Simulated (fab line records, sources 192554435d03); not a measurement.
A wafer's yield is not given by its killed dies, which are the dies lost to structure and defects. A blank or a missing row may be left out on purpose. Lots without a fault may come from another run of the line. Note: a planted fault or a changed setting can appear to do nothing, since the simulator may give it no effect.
Which tool is to blame?    flow n5 finfet    Sampling: 9 lots, 26 wafers, 6 of 1938 route steps

## WHAT THE GAUGES READ, wafer by wafer
N5_BEOL_M2_INSPECT_59: inspects for defects (darkfield). Usual: raw defect count 68, standard deviation 21.
lot   measured      on                 raw defect count  flag
L226  day 8 02:51   defect inspect-01  60 91 60          
L225  day 8 03:13   defect inspect-01  83 54 96          
L227  day 8 23:01   defect inspect-02  47 45 38          
L229  day 9 06:46   defect inspect-01  45 62 75          
L232  day 9 11:27   defect inspect-01  78 64 58          
L233  day 10 08:05  defect inspect-02  65 59             
L236  day 10 21:12  defect inspect-02  40 104 76         
L239  day 11 05:22  defect inspect-02  55 62 49          
L244  day 12 22:59  defect inspect-01  53 43 42          

N5_BEOL_M3_THK_MEAS_01. Usual: M3_ILD_THK gives 79.6 nm (standard deviation 1.3).
lot   measured      on             M3_ILD_THK (nm)  flag
L226  day 8 03:10   film metro-01  79.7 80.9 79.7   
L225  day 8 03:20   film metro-02  79.8 81.8 78.2   
L227  day 8 23:08   film metro-02  79.2 79.7 78.4   
L229  day 9 06:53   film metro-01  78.4 77.9 80.3   
L232  day 9 11:34   film metro-01  81.1 82.0 82.0   
L233  day 10 08:12  film metro-01  81.1 80.0        
L236  day 10 21:18  film metro-02  79.0 79.6 80.1   
L239  day 11 05:28  film metro-02  79.5 80.4 80.3   
L244  day 12 23:05  film metro-01  79.4 78.9 80.3   

N5_BEOL_M4_RC_MEAS_101. Usual: DIBL_N 36.0 mV/V, standard deviation 2.2; DIBL_P 35.9 mV/V, standard deviation 2.6; IOFF_N 0.16 nA/um, standard deviation 0.038; IOFF_P 0.21 nA/um, standard deviation 0.042; ION_N 675 uA/um, standard deviation 15; ION_P 463 uA/um, standard deviation 10; SS_N 71.5 mV/dec, standard deviation 0.62; SS_P 73.2 mV/dec, standard deviation 0.76; VT_N 250 mV, standard deviation 4.1; VT_P -251 mV, standard deviation 3.6.
lot   measured      on         DIBL_N (mV/V)   DIBL_P (mV/V)   IOFF_N (nA/um)  IOFF_P (nA/um)  ION_N (uA/um)  ION_P (uA/um)  SS_N (mV/dec)   SS_P (mV/dec)   VT_N (mV)    VT_P (mV)       flag
L226  day 9 03:22   prober-01  38.7 36.1 33.1  39.3 35.5 32.3  0.21 0.16 0.12  0.26 0.19 0.16  690 675 662    471 459 452    72.2 72.4 71.2  74.5 73.7 72.1  245 249 252  -249 -251 -253  
L225  day 9 00:44   prober-01  32.4 32.1 34.7  31.1 31.3 33.8  0.10 0.10 0.13  0.14 0.14 0.18  662 648 674    457 454 465    71.0 70.5 71.4  72.7 72.4 74.1  259 260 255  -258 -257 -251  
L227  day 9 19:13   prober-01  43.9 41.1 37.2  43.5 40.2 35.3  0.29 0.22 0.14  0.34 0.26 0.19  693 687 684    471 469 467    72.5 72.6 71.3  75.3 74.2 73.0  245 243 252  -245 -247 -255  
L229  day 10 03:46  prober-01  35.3 37.6 39.0  34.6 36.8 39.5  0.13 0.16 0.21  0.17 0.20 0.24  673 662 684    464 450 464    70.8 71.5 72.3  72.6 74.0 74.1  251 252 246  -255 -254 -252  
L232  day 10 14:30  prober-01  38.5 32.9 37.7  36.9 30.5 36.0  0.16 0.09 0.16  0.26 0.17 0.25  684 639 674    475 447 474    71.2 70.3 71.4  73.7 72.9 73.6  248 257 248  -247 -250 -245  
L233  day 11 07:55  prober-01  34.9 35.5       34.8 36.6       0.14 0.15       0.18 0.20       681 666        466 456        71.4 71.6       72.5 73.4       250 246      -250 -254       
L236  day 12 00:31  prober-01  35.9 34.5 33.3  34.9 34.9 32.4  0.14 0.14 0.10  0.17 0.17 0.15  670 656 632    458 452 438    71.9 71.3 71.4  73.3 74.0 73.3  253 248 254  -257 -256 -259  
L239  day 12 00:15  prober-02  38.2 38.3 37.3  34.2 37.3 36.2  0.15 0.17 0.16  0.19 0.23 0.22  658 691 687    452 473 474    71.8 71.6 71.0  73.3 73.5 73.4  253 245 248  -253 -251 -249  
L244  day 13 18:21  prober-02  36.0 35.7 35.6  37.0 36.7 37.8  0.18 0.18 0.19  0.25 0.25 0.28  684 693 700    464 475 491    71.0 71.2 71.5  73.4 73.6 74.2  245 244 245  -248 -245 -245  

## WHICH TOOL RAN EACH LOT (tool, then ch and the chambers of the sampled wafers, then the start)
lot   N5_BEOL_M3_PECVD_72              N5_BEOL_M3_HM_DEP_02          N5_BEOL_M3_CMP_52
L226  pecvd-03 ch 0,1, day 8 03:12     pvd sputter-02, day 8 06:38   cmp-04 ch 1,2, day 8 19:09
L225  pecvd-02 ch 0,2, day 8 03:22     pvd sputter-02, day 8 06:44   cmp-04 ch 1,2,3, day 8 14:35
L227  pecvd-03 ch 0,1, day 8 23:11     pvd sputter-01, day 8 23:32   cmp-03 ch 0,1,3, day 9 05:49
L229  pecvd-04 ch 0,1,2, day 9 06:55   pvd sputter-01, day 9 07:16   cmp-01 ch 1,3, day 9 18:35
L232  pecvd-03 ch 0,1,2, day 9 11:36   pvd sputter-02, day 9 12:57   cmp-03 ch 0,1, day 10 01:59
L233  pecvd-03 ch 1,2, day 10 08:16    pvd sputter-02, day 10 08:28  cmp-04 ch 2,3, day 10 19:11
L236  pecvd-03 ch 0,1,2, day 10 21:20  pvd sputter-01, day 10 22:58  cmp-01 ch 2,3, day 11 11:23
L239  pecvd-03 ch 0,2, day 11 05:30    pvd sputter-01, day 11 05:50  cmp-04 ch 0,2, day 11 13:12
L244  pecvd-02 ch 0,2, day 12 23:07    pvd sputter-02, day 13 01:35  cmp-03 ch 1,2,3, day 13 08:49
- N5_BEOL_M3_PECVD_72: deposits SiO2 from TEOS/O2, target thk 16 nm, time 18 s.
- N5_BEOL_M3_HM_DEP_02: deposits TiN, target thk 20 nm.
- N5_BEOL_M3_CMP_52: polishes, stops on SiOC, t overpolish 6.8 s, target thk 40 nm.

## WHAT THE TOOLS THEMSELVES READ (means of the sampled wafers that have a number; where no wafer has one, the mark that the record gives instead)
N5_BEOL_M3_PECVD_72. Usual: heater power w 746 W, standard deviation 95; showerhead plenum p Torr 8.81 Torr, standard deviation 0.05; susceptor temp C 399.99 C, standard deviation 0.22; throttle valve pct 22.4 %, standard deviation 1.2.
lot   tool      heater power w (W)  showerhead plenum p Torr (Torr)  susceptor temp C (C)  throttle valve pct (%)  flag
L226  pecvd-03  856                 8.87                             399.93                22.1                    
L225  pecvd-02  681                 8.79                             399.75                23.0                    
L227  pecvd-03  798                 8.87                             400.23                22.3                    
L229  pecvd-04  863                 8.78                             400.08                22.9                    
L232  pecvd-03  678                 8.85                             399.96                21.6                    
L233  pecvd-03  708                 8.87                             400.01                21.9                    
L236  pecvd-03  741                 8.86                             404.57                21.6                    OFF
L239  pecvd-03  644                 8.83                             409.33                20.7                    OFF
L244  pecvd-02  753                 8.79                             399.96                21.5                    

N5_BEOL_M3_HM_DEP_02. Usual: throttle valve pct 30.0 %, standard deviation 1.2.
lot   tool            throttle valve pct (%)  flag
L226  pvd sputter-02  29.8                    
L225  pvd sputter-02  31.5                    
L227  pvd sputter-01  30.4                    
L229  pvd sputter-01  30.0                    
L232  pvd sputter-02  30.7                    
L233  pvd sputter-02  31.6                    
L236  pvd sputter-01  30.7                    
L239  pvd sputter-01  29.4                    
L244  pvd sputter-02  30.7                    

N5_BEOL_M3_CMP_52. Usual: barrier field endpoint s 24.5 s, standard deviation 0.68; edge zone pressure frac 0.999, standard deviation 0.0052; head pressure psi 1.0000 psi, standard deviation 0.0021; motor current A 6.2 A, standard deviation 0.56.
lot   tool    barrier field endpoint s (s)  edge zone pressure frac  head pressure psi (psi)  motor current A (A)  flag
L226  cmp-04  24.9                          1.000                    1.0017                   6.6                  
L225  cmp-04  24.7                          0.997                    1.0015                   6.9                  
L227  cmp-03  24.3                          0.995                    0.9992                   6.2                  
L229  cmp-01  23.9                          0.992                    1.0004                   5.9                  
L232  cmp-03  24.0                          1.002                    0.9992                   6.0                  
L233  cmp-04  24.2                          0.996                    0.9985                   7.2                  
L236  cmp-01  23.9                          0.993                    1.0008                   6.2                  
L239  cmp-04  22.9                          0.997                    1.0015                   6.0                  
L244  cmp-03  24.8                          1.001                    1.0022                   6.2                  

## THE ANSWER, worked out from the rows above alone
Rule: a lot counts as off when the mean over its wafers that have a number is more than 3 standard deviations away from the usual mean. A lot without any number at a reading at which 4 lots or more have one is off too. The other lots that the step has rows for count as sound. First the gauges in route order, then the tools' own readings, where a lot's mean is used as printed above. The first step at which some lot is off is used, and at that step the reading that is off furthest; a lot without a number counts as furthest.
Off: L236, L239, at N5_BEOL_M3_PECVD_72 (susceptor temp C).
If a tool, at that step or one of the process steps before it, ran each lot that is off and ran no sound lot following the first of them, it fits. One fits: N5_BEOL_M3_PECVD_72 on pecvd-03. Its last sound lot is L233 (day 10 08:16), its first lot that is off L236 (day 10 21:20): a fault that began between those two fits.
On the lots that are off, the tool's own readings at N5_BEOL_M3_PECVD_72 differ by more than 5 times the standard deviation of the sound lots' means, which bears it out; susceptor temp C reads 406.95 C there versus 399.99 C on the sound lots.

## WHAT THE SIMULATOR HAD INSERTED
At N5_BEOL_M3_PECVD_72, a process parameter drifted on pecvd-03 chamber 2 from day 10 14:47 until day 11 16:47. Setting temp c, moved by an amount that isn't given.
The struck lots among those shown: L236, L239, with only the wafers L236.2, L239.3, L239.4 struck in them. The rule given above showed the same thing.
